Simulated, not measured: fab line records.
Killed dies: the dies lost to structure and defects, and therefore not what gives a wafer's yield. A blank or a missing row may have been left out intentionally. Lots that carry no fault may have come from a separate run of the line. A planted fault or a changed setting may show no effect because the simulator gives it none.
The tool behind it: which one? -- flow n5Finfet -- at 1 step of a route of 1938, 12 lots with 36 wafers sampled

WHAT THE GAUGES READ, wafer by wafer
N5_SD_EPI_N_INSPECT_26: inspects for defects (darkfield).
lot,measured,on,rawDefectCount
L075,day 3 14:30,defectInspect-01,244 253 232
L077,day 4 00:57,defectInspect-01,172 163 165
L079,day 4 12:07,defectInspect-01,121 149 193
L081,day 5 00:30,defectInspect-01,217 291 244
L083,day 5 13:46,defectInspect-01,241 235 224
L085,day 5 23:09,defectInspect-02,171 219 168
L087,day 6 19:53,defectInspect-02,140 119 152
L089,day 7 00:58,defectInspect-02,211 240 190
L091,day 7 14:09,defectInspect-02,246 244 202
L093,day 8 12:16,defectInspect-02,201 249 187
L095,day 8 16:26,defectInspect-02,197 114 226
L097,day 8 23:48,defectInspect-02,175 257 170

TOOL THAT RAN EACH LOT (tool first, then ch and the chambers of the sampled wafers, then the start)
The record shows no process step preceding these readings.

THE ANSWER, worked out from the rows above alone
Rule: the usual values come from the lots themselves. The widest of any qualifying gaps counts: lots, ordered by their means at a reading, are off when they make up no more than a third of the lots, leave a main group of 4 or more, and stand apart from it by 3 or more times the standard deviation of that group's means. Not used: any main group whose means are identical at the precision the tables above print for the reading. A lot without any number at a reading at which 4 lots or more have one is off too. All remaining lots with rows at the step are treated as sound.
None of the lots is off at any reading shown; this tells nothing.

WHAT WAS PUT IN BY THE SIMULATOR
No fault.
